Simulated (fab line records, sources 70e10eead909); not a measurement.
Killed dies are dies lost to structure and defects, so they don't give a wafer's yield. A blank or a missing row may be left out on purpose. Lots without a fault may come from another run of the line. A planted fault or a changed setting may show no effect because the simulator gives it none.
Chamber matching | flow nand_harc | NHARC_P_GATE_DESCUM_93 on rie_diel-01: 4 sister chambers
The step chemistry O2, time 3 s. 20 wafers are shown with their chamber, then 10 later ones without.

WAFERS WITH THEIR CHAMBER
wafer  | chamber | showerhead_plenum_p_Torr (Torr) | drypump_motor_current_A (A) | oes_product_au (a.u.)
L075.1 | 0       | 1.78                            | 5.7                         | 1.004
L075.3 | 3       | 1.90                            | 6.2                         | 1.012
L075.5 | 2       | 1.88                            | 5.6                         | 0.989
L078.2 | 2       | 1.88                            | 5.6                         | 0.999
L078.5 | 3       | 1.90                            | 6.2                         | 1.009
L078.6 | 0       | 1.78                            | 5.7                         | 1.015
L080.1 | 3       | 1.90                            | 6.2                         | 1.003
L080.4 | 0       | 1.77                            | 5.7                         | 1.003
L080.5 | 1       | 1.83                            | 6.0                         | 0.989
L082.1 | 1       | 1.82                            | 6.1                         | 0.991
L082.4 | 3       | 1.90                            | 6.2                         | 1.002
L082.6 | 0       | 1.77                            | 5.7                         | 1.003
L090.2 | 2       | 1.88                            | 5.6                         | 0.989
L090.4 | 0       | 1.77                            | 5.7                         | 1.002
L090.6 | 2       | 1.88                            | 5.6                         | 0.987
L092.1 | 2       | 1.88                            | 5.7                         | 0.979
L092.3 | 1       | 1.82                            | 6.1                         | 0.997
L092.4 | 3       | 1.90                            | 6.2                         | 1.002
L093.2 | 0       | 1.77                            | 5.7                         | 1.002
L093.4 | 1       | 1.82                            | 6.0                         | 1.008

SIGNATURES (means of the wafers above)
reading                  | chamber 0 | chamber 1 | chamber 2 | chamber 3 | scatter within a chamber
showerhead_plenum_p_Torr | 1.7733    | 1.8225    | 1.8800    | 1.9000    | 0.00361
drypump_motor_current_A  | 5.700     | 6.050     | 5.620     | 6.200     | 0.0335
oes_product_au           | 1.00483   | 0.99625   | 0.98860   | 1.00560   | 0.00629
Rule: a wafer's distance from a chamber is the root of the sum, over the readings, of the square of ((its reading less the chamber's mean) divided by the reading's scatter). The wafer belongs to the nearest chamber; if the next one is less than 2 further off, it can't be placed. The scatter: the root of (the sum of the squares of (reading less its chamber's mean) over the shown wafers, divided by (wafers less chambers)).

WAFERS WITHOUT THEIR CHAMBER
wafer  | showerhead_plenum_p_Torr (Torr) | drypump_motor_current_A (A) | oes_product_au (a.u.)
L093.5 | 1.89                            | 6.2                         | 1.002
L096.1 | 1.77                            | 5.7                         | 0.996
L096.3 | 1.82                            | 6.1                         | 1.012
L096.5 | 1.77                            | 5.7                         | 0.997
L094.3 | 1.77                            | 5.7                         | 0.989
L094.4 | 1.89                            | 6.2                         | 0.994
L094.5 | 1.82                            | 6.0                         | 1.001
L097.1 | 1.88                            | 5.6                         | 0.991
L097.2 | 1.77                            | 5.7                         | 0.997
L097.5 | 1.77                            | 5.7                         | 0.996

WHICH CHAMBER EACH WENT THROUGH
wafer  | from the rows above | in truth
L093.5 | 3                   | 3
L096.1 | 0                   | 0
L096.3 | 1                   | 1
L096.5 | 0                   | 0
L094.3 | 0                   | 0
L094.4 | 3                   | 3
L094.5 | 1                   | 1
L097.1 | 2                   | 2
L097.2 | 0                   | 0
L097.5 | 0                   | 0
Placed correctly: 10 of 10. Can't be placed from these rows: 0. Placed wrongly: 0.
